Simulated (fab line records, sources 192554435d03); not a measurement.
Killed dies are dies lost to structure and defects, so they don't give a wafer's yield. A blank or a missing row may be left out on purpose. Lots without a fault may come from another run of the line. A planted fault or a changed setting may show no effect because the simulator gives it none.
Which tool did it? | flow n5_finfet | 24 lots, 72 wafers sampled, at 6 steps of a route of 1938

WHAT THE GAUGES READ, wafer by wafer
The record holds no reading of a measuring or inspecting step that can be judged against a usual standard deviation.

WHICH TOOL RAN EACH LOT (tool, then ch and the chambers of the sampled wafers, then the start)
lot  | N5_BEOL_M14_DESCUM_33              | N5_BEOL_M14_DEGAS_41         | N5_BEOL_M15_DESCUM_15              | N5_BEOL_M15_STRIP_63                          | N5_BEOL_M15_SPUTTER_44       | N5_MIM_BOT_SPUTTER_00
L074 | rie_diel-02 ch 2,3, day 12 16:09   | pvd_sputter-03, day 12 17:04 | rie_diel-01 ch 1,2,3, day 12 19:20 | rie_diel-01 ch 1,2,3, day 13 00:49 or earlier | pvd_sputter-02, day 13 00:49 | pvd_sputter-03, day 13 03:58
L075 | rie_diel-02 ch 2,3, day 13 01:59   | pvd_sputter-01, day 13 04:31 | rie_diel-03 ch 0,1,2, day 13 06:58 | rie_diel-03 ch 0,1,2, day 13 09:21 or earlier | pvd_sputter-03, day 13 09:21 | pvd_sputter-03, day 13 12:29
L076 | rie_diel-05 ch 0,1,3, day 13 03:02 | pvd_sputter-03, day 13 06:01 | rie_diel-04 ch 0,2, day 13 08:07   | rie_diel-04 ch 0,2, day 13 12:44 or earlier   | pvd_sputter-03, day 13 12:44 | pvd_sputter-02, day 13 16:06
L077 | rie_diel-06 ch 0,3, day 13 06:19   | pvd_sputter-03, day 13 09:50 | rie_diel-03 ch 0,3, day 13 13:53   | rie_diel-03 ch 0,3, day 13 17:01 or earlier   | pvd_sputter-02, day 13 17:01 | pvd_sputter-01, day 13 20:37
L078 | rie_diel-06 ch 1,2,3, day 13 19:20 | pvd_sputter-01, day 13 21:42 | rie_diel-04 ch 1,3, day 13 23:47   | rie_diel-04 ch 1,3, day 14 04:36 or earlier   | pvd_sputter-01, day 14 04:36 | pvd_sputter-03, day 14 07:32
L080 | rie_diel-05 ch 0,3, day 13 21:00   | pvd_sputter-01, day 13 22:17 | rie_diel-01 ch 0,1, day 14 00:46   | rie_diel-01 ch 0,1, day 14 05:43 or earlier   | pvd_sputter-02, day 14 05:43 | pvd_sputter-03, day 14 08:22
L079 | rie_diel-02 ch 1,2, day 14 00:59   | pvd_sputter-01, day 14 04:07 | rie_diel-01 ch 0,1, day 14 06:06   | rie_diel-01 ch 0,1, day 14 08:49 or earlier   | pvd_sputter-03, day 14 08:49 | pvd_sputter-01, day 14 12:42
L081 | rie_diel-06 ch 0,1,2, day 14 04:47 | pvd_sputter-03, day 14 07:08 | rie_diel-04 ch 2,3, day 14 09:06   | rie_diel-04 ch 2,3, day 14 13:12 or earlier   | pvd_sputter-01, day 14 13:12 | pvd_sputter-02, day 14 18:21
L082 | rie_diel-05 ch 0,2,3, day 14 13:56 | pvd_sputter-01, day 14 17:44 | rie_diel-04 ch 1,2, day 14 19:42   | rie_diel-04 ch 1,2, day 14 23:27 or earlier   | pvd_sputter-02, day 14 23:27 | pvd_sputter-03, day 15 02:43
L083 | rie_diel-05 ch 0,2,3, day 14 17:10 | pvd_sputter-02, day 14 18:32 | rie_diel-03 ch 1,2,3, day 14 20:38 | rie_diel-03 ch 1,2,3, day 14 23:55 or earlier | pvd_sputter-03, day 14 23:55 | pvd_sputter-02, day 15 02:46
L084 | rie_diel-02 ch 1,2, day 14 21:47   | pvd_sputter-03, day 14 23:10 | rie_diel-04 ch 1,3, day 15 01:08   | rie_diel-04 ch 1,3, day 15 03:36 or earlier   | pvd_sputter-03, day 15 03:36 | pvd_sputter-03, day 15 06:25
L087 | rie_diel-02 ch 0,1, day 15 06:01   | pvd_sputter-02, day 15 07:39 | rie_diel-01 ch 2,3, day 15 10:12   | rie_diel-01 ch 2,3, day 15 13:22 or earlier   | pvd_sputter-03, day 15 13:22 | pvd_sputter-01, day 15 17:13
L085 | rie_diel-05 ch 2,3, day 15 13:44   | pvd_sputter-02, day 15 19:56 | rie_diel-01 ch 0,2, day 15 22:25   | rie_diel-01 ch 0,2, day 16 01:15 or earlier   | pvd_sputter-01, day 16 01:15 | pvd_sputter-02, day 16 05:24
L086 | rie_diel-05 ch 0,2, day 15 21:10   | pvd_sputter-01, day 16 00:35 | rie_diel-01 ch 0,1,2, day 16 02:41 | rie_diel-01 ch 0,1,2, day 16 06:00 or earlier | pvd_sputter-02, day 16 06:00 | pvd_sputter-01, day 16 08:41
L089 | rie_diel-05 ch 0,1,3, day 16 03:38 | pvd_sputter-02, day 16 07:59 | rie_diel-01 ch 2,3, day 16 11:49   | rie_diel-01 ch 2,3, day 16 14:38 or earlier   | pvd_sputter-01, day 16 14:38 | pvd_sputter-03, day 16 18:57
L091 | rie_diel-06 ch 1,2,3, day 16 08:30 | pvd_sputter-02, day 16 13:46 | rie_diel-04 ch 1,2,3, day 16 16:01 | rie_diel-04 ch 1,2,3, day 16 19:13 or earlier | pvd_sputter-02, day 16 19:13 | pvd_sputter-03, day 16 22:26
L088 | rie_diel-05 ch 1,2, day 16 09:17   | pvd_sputter-03, day 16 14:11 | rie_diel-01 ch 1,3, day 16 16:38   | rie_diel-01 ch 1,3, day 16 19:41 or earlier   | pvd_sputter-02, day 16 19:41 | pvd_sputter-03, day 16 23:04
L092 | rie_diel-06 ch 0,1,2, day 16 16:56 | pvd_sputter-01, day 16 19:10 | rie_diel-03 ch 0,2, day 16 21:09   | rie_diel-03 ch 0,2, day 17 03:22 or earlier   | pvd_sputter-01, day 17 03:22 | pvd_sputter-03, day 17 07:04
L090 | rie_diel-06 ch 0,1,3, day 16 23:20 | pvd_sputter-01, day 17 02:43 | rie_diel-04 ch 0,2,3, day 17 05:12 | rie_diel-04 ch 0,2,3, day 17 11:32 or earlier | pvd_sputter-02, day 17 11:32 | pvd_sputter-03, day 17 15:24
L093 | rie_diel-02 ch 0,1, day 17 17:05   | pvd_sputter-01, day 17 19:55 | rie_diel-03 ch 1,2,3, day 17 23:00 | rie_diel-03 ch 1,2,3, day 18 03:29 or earlier | pvd_sputter-01, day 18 03:29 | pvd_sputter-01, day 18 06:49
L095 | rie_diel-06 ch 0,1, day 17 21:54   | pvd_sputter-01, day 17 23:56 | rie_diel-03 ch 0,2, day 18 02:44   | rie_diel-03 ch 0,2, day 18 08:06 or earlier   | pvd_sputter-03, day 18 08:06 | pvd_sputter-02, day 18 11:09
L094 | rie_diel-06 ch 0,2,3, day 18 05:54 | pvd_sputter-03, day 18 07:19 | rie_diel-04 ch 1,3, day 18 09:52   | rie_diel-04 ch 1,3, day 18 16:01 or earlier   | pvd_sputter-01, day 18 16:01 | pvd_sputter-02, day 18 19:21
L097 | rie_diel-06 ch 0,1,2, day 18 17:53 | pvd_sputter-02, day 18 19:26 | rie_diel-03 ch 1,2,3, day 18 21:38 | rie_diel-03 ch 1,2,3, day 19 01:20 or earlier | pvd_sputter-03, day 19 01:20 | pvd_sputter-01, day 19 04:08
L096 | rie_diel-06 ch 1,2,3, day 18 19:40 | pvd_sputter-03, day 18 22:45 | rie_diel-01 ch 0,2,3, day 19 01:46 | rie_diel-01 ch 0,2,3, day 19 09:40 or earlier | pvd_sputter-01, day 19 09:40 | pvd_sputter-02, day 19 12:50
- N5_BEOL_M14_DESCUM_33: chemistry O2, time 7.9 s.
- N5_BEOL_M14_DEGAS_41: time 60 s.
- N5_BEOL_M15_DESCUM_15: chemistry O2, time 7.9 s.
- N5_BEOL_M15_STRIP_63: strips in O2.
- N5_BEOL_M15_SPUTTER_44: material Ta, target thk 15 nm, time 24.19 s.
- N5_MIM_BOT_SPUTTER_00: material TiN, target thk 35 nm, time 89.7 s.

WHAT THE TOOLS THEMSELVES READ (means of the sampled wafers that have a number; where no wafer has one, the mark that the record gives instead)
N5_BEOL_M14_DESCUM_33.
lot  | tool        | drypump_motor_current_A (A) | oes_product_au (a.u.) | rf_vpp_V (V) | showerhead_plenum_p_Torr (Torr) | throttle_valve_pct (%)
L074 | rie_diel-02 | 6.0                         | 0.83                  | 244.4        | 2.15                            | 20.39
L075 | rie_diel-02 | 6.0                         | 0.82                  | 244.4        | 2.15                            | 20.40
L076 | rie_diel-05 | 5.6                         | 0.74                  | 242.0        | 2.09                            | 20.61
L077 | rie_diel-06 | 5.8                         | 0.80                  | 242.7        | 2.10                            | 20.51
L078 | rie_diel-06 | 6.0                         | 0.73                  | 243.4        | 2.08                            | 20.40
L080 | rie_diel-05 | 5.9                         | 0.74                  | 242.7        | 2.10                            | 20.66
L079 | rie_diel-02 | 5.5                         | 0.85                  | 243.2        | 2.09                            | 20.36
L081 | rie_diel-06 | 6.0                         | 0.77                  | 242.9        | 2.08                            | 20.34
L082 | rie_diel-05 | 5.7                         | 0.81                  | 242.3        | 2.08                            | 20.43
L083 | rie_diel-05 | 5.7                         | 0.80                  | 243.1        | 2.08                            | 20.43
L084 | rie_diel-02 | 5.5                         | 0.84                  | 243.1        | 2.09                            | 20.37
L087 | rie_diel-02 | 5.1                         | 0.89                  | 243.7        | 2.11                            | 20.36
L085 | rie_diel-05 | 5.4                         | 0.84                  | 242.4        | 2.09                            | 20.25
L086 | rie_diel-05 | 6.0                         | 0.75                  | 242.3        | 2.07                            | 20.65
L089 | rie_diel-05 | 5.6                         | 0.71                  | 242.7        | 2.08                            | 20.65
L091 | rie_diel-06 | 5.9                         | 0.83                  | 242.7        | 2.07                            | 20.32
L088 | rie_diel-05 | 5.4                         | 0.76                  | 241.9        | 2.05                            | 20.54
L092 | rie_diel-06 | 6.0                         | 0.87                  | 242.6        | 2.08                            | 20.25
L090 | rie_diel-06 | 5.8                         | 0.75                  | 242.9        | 2.09                            | 20.43
L093 | rie_diel-02 | 5.1                         | 0.86                  | 243.1        | 2.10                            | 20.39
L095 | rie_diel-06 | 5.8                         | 0.79                  | 243.3        | 2.09                            | 20.38
L094 | rie_diel-06 | 6.0                         | 0.91                  | 242.8        | 2.07                            | 20.37
L097 | rie_diel-06 | 5.9                         | 0.83                  | 244.4        | 2.07                            | 20.28
L096 | rie_diel-06 | 5.9                         | 0.88                  | 242.5        | 2.06                            | 20.24

N5_BEOL_M14_DEGAS_41.
lot  | tool           | heater_power_w (W)
L074 | pvd_sputter-03 | 457
L075 | pvd_sputter-01 | 494
L076 | pvd_sputter-03 | 459
L077 | pvd_sputter-03 | 440
L078 | pvd_sputter-01 | 503
L080 | pvd_sputter-01 | 524
L079 | pvd_sputter-01 | 502
L081 | pvd_sputter-03 | 434
L082 | pvd_sputter-01 | 518
L083 | pvd_sputter-02 | 428
L084 | pvd_sputter-03 | 465
L087 | pvd_sputter-02 | 430
L085 | pvd_sputter-02 | 435
L086 | pvd_sputter-01 | 528
L089 | pvd_sputter-02 | 526
L091 | pvd_sputter-02 | 462
L088 | pvd_sputter-03 | 466
L092 | pvd_sputter-01 | 521
L090 | pvd_sputter-01 | 524
L093 | pvd_sputter-01 | 498
L095 | pvd_sputter-01 | 522
L094 | pvd_sputter-03 | 462
L097 | pvd_sputter-02 | 494
L096 | pvd_sputter-03 | 455

N5_BEOL_M15_DESCUM_15.
lot  | tool        | drypump_motor_current_A (A) | oes_product_au (a.u.) | rf_vpp_V (V) | showerhead_plenum_p_Torr (Torr) | throttle_valve_pct (%)
L074 | rie_diel-01 | 6.0                         | 0.72                  | 243.9        | 2.09                            | 20.49
L075 | rie_diel-03 | 5.3                         | 0.71                  | 243.6        | 2.15                            | 20.85
L076 | rie_diel-04 | 5.5                         | 0.82                  | 243.4        | 2.08                            | 20.28
L077 | rie_diel-03 | 5.5                         | 0.74                  | 243.0        | 2.07                            | 20.74
L078 | rie_diel-04 | 6.0                         | 0.73                  | 242.1        | 2.04                            | 20.62
L080 | rie_diel-01 | 6.2                         | 0.75                  | 240.8        | 2.00                            | 20.40
L079 | rie_diel-01 | 6.2                         | 0.75                  | 241.6        | 2.00                            | 20.42
L081 | rie_diel-04 | 5.7                         | 0.77                  | 242.7        | 2.05                            | 20.45
L082 | rie_diel-04 | 5.8                         | 0.79                  | 242.0        | 2.01                            | 20.61
L083 | rie_diel-03 | 5.7                         | 0.74                  | 242.7        | 2.12                            | 20.73
L084 | rie_diel-04 | 6.1                         | 0.73                  | 243.0        | 2.01                            | 20.71
L087 | rie_diel-01 | 6.0                         | 0.72                  | 244.9        | 2.16                            | 20.41
L085 | rie_diel-01 | 5.8                         | 0.76                  | 243.7        | 2.11                            | 20.39
L086 | rie_diel-01 | 6.0                         | 0.74                  | 242.4        | 2.05                            | 20.41
L089 | rie_diel-01 | 5.9                         | 0.71                  | 244.1        | 2.14                            | 20.50
L091 | rie_diel-04 | 5.7                         | 0.76                  | 242.4        | 2.03                            | 20.56
L088 | rie_diel-01 | 6.2                         | 0.67                  | 242.1        | 2.03                            | 20.55
L092 | rie_diel-03 | 4.8                         | 0.71                  | 242.9        | 2.14                            | 20.95
L090 | rie_diel-04 | 5.7                         | 0.83                  | 242.3        | 2.08                            | 20.23
L093 | rie_diel-03 | 5.7                         | 0.83                  | 243.6        | 2.11                            | 20.64
L095 | rie_diel-03 | 4.8                         | 0.70                  | 242.8        | 2.13                            | 20.97
L094 | rie_diel-04 | 6.0                         | 0.70                  | 242.0        | 2.02                            | 20.67
L097 | rie_diel-03 | 5.7                         | 0.81                  | 243.1        | 2.11                            | 20.63
L096 | rie_diel-01 | 6.0                         | 0.73                  | 243.7        | 2.10                            | 20.35

N5_BEOL_M15_STRIP_63.
lot  | tool        | drypump_motor_current_A (A) | oes_product_au (a.u.) | rf_vpp_V (V) | showerhead_plenum_p_Torr (Torr) | throttle_valve_pct (%)
L074 | rie_diel-01 | 6.1                         | 0.72                  | 4.2          | 2.10                            | 16.74
L075 | rie_diel-03 | 5.3                         | 0.71                  | 4.6          | 2.15                            | 17.07
L076 | rie_diel-04 | 5.5                         | 0.81                  | 3.6          | 2.08                            | 16.53
L077 | rie_diel-03 | 5.5                         | 0.73                  | 3.9          | 2.07                            | 16.93
L078 | rie_diel-04 | 6.0                         | 0.73                  | 3.6          | 2.04                            | 16.89
L080 | rie_diel-01 | 6.2                         | 0.74                  | 3.4          | 2.00                            | 16.68
L079 | rie_diel-01 | 6.2                         | 0.75                  | 3.2          | 2.00                            | 16.69
L081 | rie_diel-04 | 5.7                         | 0.77                  | 3.7          | 2.06                            | 16.71
L082 | rie_diel-04 | 5.8                         | 0.78                  | 3.6          | 2.02                            | 16.84
L083 | rie_diel-03 | 5.7                         | 0.74                  | 3.9          | 2.13                            | 16.96
L084 | rie_diel-04 | 6.1                         | 0.73                  | 3.9          | 2.02                            | 16.97
L087 | rie_diel-01 | 6.0                         | 0.71                  | 4.1          | 2.16                            | 16.67
L085 | rie_diel-01 | 5.9                         | 0.76                  | 3.5          | 2.11                            | 16.67
L086 | rie_diel-01 | 6.0                         | 0.75                  | 3.6          | 2.05                            | 16.69
L089 | rie_diel-01 | 5.9                         | 0.71                  | 3.3          | 2.15                            | 16.78
L091 | rie_diel-04 | 5.7                         | 0.76                  | 3.4          | 2.03                            | 16.80
L088 | rie_diel-01 | 6.2                         | 0.68                  | 4.2          | 2.03                            | 16.82
L092 | rie_diel-03 | 4.8                         | 0.71                  | 4.0          | 2.14                            | 17.17
L090 | rie_diel-04 | 5.7                         | 0.83                  | 4.3          | 2.08                            | 16.49
L093 | rie_diel-03 | 5.7                         | 0.82                  | 4.1          | 2.12                            | 16.84
L095 | rie_diel-03 | 4.8                         | 0.71                  | 3.8          | 2.14                            | 17.18
L094 | rie_diel-04 | 6.0                         | 0.71                  | 4.1          | 2.03                            | 16.94
L097 | rie_diel-03 | 5.7                         | 0.81                  | 4.0          | 2.12                            | 16.84
L096 | rie_diel-01 | 6.0                         | 0.73                  | 4.1          | 2.11                            | 16.64

N5_BEOL_M15_SPUTTER_44.
lot  | tool           | throttle_valve_pct (%)
L074 | pvd_sputter-02 | 30.9
L075 | pvd_sputter-03 | 29.8
L076 | pvd_sputter-03 | 30.4
L077 | pvd_sputter-02 | 30.0
L078 | pvd_sputter-01 | 30.6
L080 | pvd_sputter-02 | 30.7
L079 | pvd_sputter-03 | 30.4
L081 | pvd_sputter-01 | 30.3
L082 | pvd_sputter-02 | 30.0
L083 | pvd_sputter-03 | 29.8
L084 | pvd_sputter-03 | 30.6
L087 | pvd_sputter-03 | 29.9
L085 | pvd_sputter-01 | 29.9
L086 | pvd_sputter-02 | 30.8
L089 | pvd_sputter-01 | 29.5
L091 | pvd_sputter-02 | 29.7
L088 | pvd_sputter-02 | 30.6
L092 | pvd_sputter-01 | 28.9
L090 | pvd_sputter-02 | 30.2
L093 | pvd_sputter-01 | 29.7
L095 | pvd_sputter-03 | 30.6
L094 | pvd_sputter-01 | 31.0
L097 | pvd_sputter-03 | 28.9
L096 | pvd_sputter-01 | 29.4

N5_MIM_BOT_SPUTTER_00.
lot  | tool           | throttle_valve_pct (%)
L074 | pvd_sputter-03 | 30.3
L075 | pvd_sputter-03 | 29.5
L076 | pvd_sputter-02 | 30.4
L077 | pvd_sputter-01 | 30.2
L078 | pvd_sputter-03 | 29.4
L080 | pvd_sputter-03 | 29.5
L079 | pvd_sputter-01 | 29.2
L081 | pvd_sputter-02 | 29.9
L082 | pvd_sputter-03 | 30.3
L083 | pvd_sputter-02 | 30.4
L084 | pvd_sputter-03 | 28.9
L087 | pvd_sputter-01 | 31.4
L085 | pvd_sputter-02 | 30.6
L086 | pvd_sputter-01 | 29.5
L089 | pvd_sputter-03 | 30.4
L091 | pvd_sputter-03 | 30.4
L088 | pvd_sputter-03 | 30.3
L092 | pvd_sputter-03 | 30.3
L090 | pvd_sputter-03 | 29.7
L093 | pvd_sputter-01 | 29.1
L095 | pvd_sputter-02 | 30.5
L094 | pvd_sputter-02 | 30.2
L097 | pvd_sputter-01 | 31.0
L096 | pvd_sputter-02 | 30.1

THE ANSWER, worked out from the rows above alone
Rule: what is usual is taken from the lots themselves. Put in order of their means at a reading, lots are off if they are a third of the lots or fewer, leave a main group of 4 or more, and stand apart from it by a gap of 3 or more times the standard deviation of the main group's means; of several such gaps the widest counts. A main group whose means are all the same, to the digits that the tables above print for the reading, isn't used. A lot without any number at a reading at which 4 lots or more have one is off too. The other lots that the step has rows for count as sound. The gauges are gone through in route order, then the tools' own readings, and for those a lot's mean is taken as printed above. The first step at which some lot is off is used, and at that step the reading that is off furthest; a lot without a number counts as furthest.
No lot is off at any reading shown: from this, nothing can be told.

WHAT THE SIMULATOR HAD PUT IN
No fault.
